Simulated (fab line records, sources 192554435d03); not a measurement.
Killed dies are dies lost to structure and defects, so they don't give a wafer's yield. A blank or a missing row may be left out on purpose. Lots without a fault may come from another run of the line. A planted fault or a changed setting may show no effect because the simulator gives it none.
Chamber matching | flow n5_finfet | N5_HKMG_FIN_STRIP_90 on rie_diel-04: 4 sister chambers
The step strips SOC in N2/H2, time 20 s. 18 wafers are shown with their chamber, then 9 later ones without.

WAFERS WITH THEIR CHAMBER
wafer  | chamber | drypump_motor_current_A (A) | showerhead_plenum_p_Torr (Torr) | throttle_valve_pct (%)
L077.3 | 1       | 5.4                         | 3.33                            | 18.4
L077.4 | 2       | 5.5                         | 3.50                            | 18.7
L077.6 | 2       | 5.5                         | 3.49                            | 18.7
L082.1 | 2       | 5.5                         | 3.49                            | 18.8
L082.3 | 0       | 6.3                         | 3.44                            | 19.1
L082.5 | 2       | 5.5                         | 3.49                            | 18.7
L084.3 | 2       | 5.5                         | 3.49                            | 18.8
L084.4 | 1       | 5.4                         | 3.32                            | 18.5
L084.5 | 2       | 5.5                         | 3.49                            | 18.8
L086.2 | 1       | 5.4                         | 3.32                            | 18.5
L086.5 | 3       | 6.2                         | 3.24                            | 18.7
L086.6 | 2       | 5.5                         | 3.48                            | 18.8
L087.1 | 2       | 5.5                         | 3.48                            | 18.8
L087.4 | 0       | 6.2                         | 3.44                            | 19.1
L087.5 | 0       | 6.2                         | 3.43                            | 19.1
L088.2 | 3       | 6.2                         | 3.24                            | 18.7
L088.4 | 2       | 5.5                         | 3.48                            | 18.8
L088.6 | 1       | 5.4                         | 3.31                            | 18.5

SIGNATURES (means of the wafers above)
reading                  | chamber 0 | chamber 1 | chamber 2 | chamber 3 | scatter within a chamber
drypump_motor_current_A  | 6.233     | 5.400     | 5.500     | 6.200     | 0.0218
showerhead_plenum_p_Torr | 3.4367    | 3.3200    | 3.4878    | 3.2400    | 0.00667
throttle_valve_pct       | 19.100    | 18.475    | 18.767    | 18.700    | 0.0443
Rule: a wafer's distance from a chamber is the root of the sum, over the readings, of the square of ((its reading less the chamber's mean) divided by the reading's scatter). The wafer belongs to the nearest chamber; if the next one is less than 2 further off, it can't be placed. The scatter: the root of (the sum of the squares of (reading less its chamber's mean) over the shown wafers, divided by (wafers less chambers)).

WAFERS WITHOUT THEIR CHAMBER
wafer  | drypump_motor_current_A (A) | showerhead_plenum_p_Torr (Torr) | throttle_valve_pct (%)
L090.3 | 6.2                         | 3.43                            | 19.1
L090.5 | 6.2                         | 3.43                            | 19.1
L090.6 | 5.4                         | 3.31                            | 18.5
L092.3 | 5.5                         | 3.48                            | 18.8
L092.4 | 6.2                         | 3.24                            | 18.8
L092.5 | 6.2                         | 3.24                            | 18.8
L093.2 | 5.4                         | 3.31                            | 18.5
L093.4 | 5.5                         | 3.48                            | 18.8
L093.5 | 6.2                         | 3.43                            | 19.1

WHICH CHAMBER EACH WENT THROUGH
wafer  | from the rows above | in truth
L090.3 | 0                   | 0
L090.5 | 0                   | 0
L090.6 | 1                   | 1
L092.3 | 2                   | 2
L092.4 | 3                   | 3
L092.5 | 3                   | 3
L093.2 | 1                   | 1
L093.4 | 2                   | 2
L093.5 | 0                   | 0
Placed correctly: 9 of 9. Can't be placed from these rows: 0. Placed wrongly: 0.
